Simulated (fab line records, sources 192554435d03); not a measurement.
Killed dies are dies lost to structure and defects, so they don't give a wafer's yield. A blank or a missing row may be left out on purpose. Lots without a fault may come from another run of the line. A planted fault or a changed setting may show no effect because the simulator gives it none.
One fault seen from 2 desks | flow n5_finfet | each desk has only its own numbers; what lay behind them comes last

THE DEFECT DESK
What the inspections along the route counted, lot by lot: means of the sampled wafers that have a number. A lot is out of limits, marked OUT, if its mean lies more than 4 standard deviations from the usual mean; the brackets give that distance.
Columns: A = raw_defect_count at N5_BEOL_M1_INSPECT_59, usual 71
lot  | first seen here | A
L240 | day 6 20:16     | 94
L242 | day 7 18:32     | 65
L244 | day 7 22:07     | 120
L245 | day 7 23:24     | 85
L246 | day 8 06:17     | 78
L248 | day 8 14:59     | 75
L256 | day 10 11:32    | 95
L261 | day 11 19:17    | 57
L262 | day 12 02:44    | 69
This desk's finding: nothing out of limits on any of the 9 lots.

THE METROLOGY DESK
What the gauges read, lot by lot, whatever tool the lot ran on: means of the sampled wafers that have a number. A lot is out of limits, marked OUT, if its mean lies more than 4 standard deviations from the usual mean; the brackets give that distance. Of its 12 readings 7 are shown: the one that was out of limits first, and those that lie furthest out on some lot.
Columns: A = M2_OVL at N5_BEOL_M2_OVL_MEAS_12, usual 0.4 nm; B = DIBL_P at N5_BEOL_M4_RC_MEAS_101, usual 35.6 mV/V; C = IOFF_P at N5_BEOL_M4_RC_MEAS_101, usual 0.20 nA/um; D = ION_N at N5_BEOL_M4_RC_MEAS_101, usual 672 uA/um; E = ION_P at N5_BEOL_M4_RC_MEAS_101, usual 462 uA/um; F = VT_N at N5_BEOL_M4_RC_MEAS_101, usual 251 mV; G = VT_P at N5_BEOL_M4_RC_MEAS_101, usual -251 mV
lot  | first seen here | A              | B    | C    | D   | E   | F   | G
L240 | day 6 20:15     | -0.6           | 37.6 | 0.21 | 664 | 459 | 251 | -248
L242 | day 7 18:31     | 0.4            | 35.1 | 0.22 | 671 | 467 | 251 | -248
L244 | day 7 22:05     | 0.3            | 36.6 | 0.20 | 684 | 463 | 248 | -252
L245 | day 7 23:23     | 0.4            | 32.7 | 0.17 | 665 | 460 | 253 | -253
L246 | day 8 06:15     | -0.1           | 36.6 | 0.25 | 688 | 475 | 247 | -244
L248 | day 8 14:57     | 0.4            | 34.9 | 0.20 | 671 | 464 | 252 | -248
L256 | day 10 11:31    | -0.4           | 36.5 | 0.15 | 652 | 442 | 260 | -257
L261 | day 11 19:15    | 7.5 (+9.9) OUT | 35.2 | 0.20 | 683 | 468 | 250 | -248
L262 | day 12 02:42    | 7.6 (+10) OUT  | 35.0 | 0.20 | 684 | 470 | 247 | -248
This desk's finding: out of limits on L261, L262; first on L261, day 11 20:48 (M2_OVL at N5_BEOL_M2_OVL_MEAS_12). In limits: L240, L242, L244, L245, L246, L248, L256.

PUT TOGETHER
The metrology desk could have raised an alarm at day 11 20:48, on L261, L262.
The defect desk saw nothing out of limits.
The defect desk has L261, L262 on record, within its limits.
Of the lots named, all ran N5_BEOL_M2_EXPOSE_08 on euv_scanner-02.

WHAT THE SIMULATOR HAD PUT IN
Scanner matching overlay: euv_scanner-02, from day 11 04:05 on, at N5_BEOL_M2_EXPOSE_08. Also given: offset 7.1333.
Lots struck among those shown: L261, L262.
Hours from the fault's start to each desk's first reading out of limits: the metrology desk, 17.
